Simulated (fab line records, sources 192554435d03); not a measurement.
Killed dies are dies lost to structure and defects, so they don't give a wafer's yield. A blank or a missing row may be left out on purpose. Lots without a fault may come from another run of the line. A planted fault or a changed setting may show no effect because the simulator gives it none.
Chamber matching | flow n5_finfet | N5_BEOL_M6_PECVD_70 on pecvd-03: 3 sister chambers
The step deposits SiO2 from TEOS/O2, target thk 20 nm, time 22.7 s. 3 wafers are shown with their chamber, then 7 later ones without.

WAFERS WITH THEIR CHAMBER
wafer  | chamber | throttle_valve_pct (%)
L091.5 | 1       | 24.2
L093.3 | 0       | 21.2
L093.5 | 2       | 21.3

WAFERS WITHOUT THEIR CHAMBER
wafer  | throttle_valve_pct (%)
L093.6 | 24.3
L094.2 | 21.1
L094.3 | 23.8
L094.6 | 24.2
L097.2 | 24.1
L097.3 | 24.2
L097.6 | 21.2

WHICH CHAMBER EACH WENT THROUGH
wafer  | from the rows above     | in truth
L093.6 | 1                       | 1
L094.2 | can't be placed: 0 or 2 | 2
L094.3 | 1                       | 1
L094.6 | 1                       | 1
L097.2 | 1                       | 1
L097.3 | 1                       | 1
L097.6 | can't be placed: 0 or 2 | 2
Placed correctly: 5 of 7. Can't be placed from these rows: 2 (the true chamber is among the candidates in 2). Placed wrongly: 0.
How it was worked out, from the rows above alone: a wafer's distance from a chamber is the root of the sum, over the readings, of the square of ((its reading less the chamber's mean) divided by the reading's scatter). The wafer belongs to the nearest chamber; if the next one is less than 2 further off, it can't be placed. A chamber's mean is the mean of its shown wafers. The scatter: with one shown wafer a chamber, the root of the mean of the squares of how far each hidden wafer lies from its nearest shown one.
